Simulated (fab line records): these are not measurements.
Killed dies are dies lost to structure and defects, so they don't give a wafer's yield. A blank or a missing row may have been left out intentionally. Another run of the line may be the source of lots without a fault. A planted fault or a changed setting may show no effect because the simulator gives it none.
Chamber matching || flow nand harc || cmp-04 running NHARC_A_STAIRCASE_CMP_450: 4 sister chambers
The step polishes SiO2, target thk 200 nm. 4 wafers are shown with their chamber, then 8 later ones without.

WAFERS PAIRED WITH THEIR CHAMBERS
{"wafer": "L078.3", "chamber": 0, "motor current A (A)": 9.6}
{"wafer": "L080.4", "chamber": 3, "motor current A (A)": 10.7}
{"wafer": "L084.6", "chamber": 1, "motor current A (A)": 11.6}
{"wafer": "L088.1", "chamber": 2, "motor current A (A)": 11.7}

WAFERS WITHOUT THEIR CHAMBER
{"wafer": "L088.2", "motor current A (A)": 10.9}
{"wafer": "L088.4", "motor current A (A)": 9.8}
{"wafer": "L089.3", "motor current A (A)": 10.4}
{"wafer": "L089.5", "motor current A (A)": 10.4}
{"wafer": "L089.6", "motor current A (A)": 9.7}
{"wafer": "L094.1", "motor current A (A)": 11.7}
{"wafer": "L094.3", "motor current A (A)": 10.7}
{"wafer": "L094.6", "motor current A (A)": 9.8}

WHICH CHAMBER EACH WENT THROUGH
{"wafer": "L088.2", "from the rows above": 3, "in truth": 3}
{"wafer": "L088.4", "from the rows above": 0, "in truth": 0}
{"wafer": "L089.3", "from the rows above": 3, "in truth": 3}
{"wafer": "L089.5", "from the rows above": 3, "in truth": 3}
{"wafer": "L089.6", "from the rows above": 0, "in truth": 0}
{"wafer": "L094.1", "from the rows above": "can't be placed: 2 or 1", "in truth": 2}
{"wafer": "L094.3", "from the rows above": 3, "in truth": 3}
{"wafer": "L094.6", "from the rows above": 0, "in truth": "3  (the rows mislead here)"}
Correct placement for 6 of the 8. Can't be placed from these rows: 1 (the true chamber is among the candidates in 1). Number placed wrongly: 1.
How it was worked out, from the rows above alone: a wafer's distance from a chamber is the root of the sum, over the readings, of the square of ((its reading less the chamber's mean) divided by the reading's scatter). The wafer belongs to the nearest chamber; if the next one is less than 2 further off, it can't be placed. A chamber's mean is the mean of its shown wafers. The scatter: root of mean squared gap, hidden wafer to nearest shown wafer, with one shown wafer a chamber.
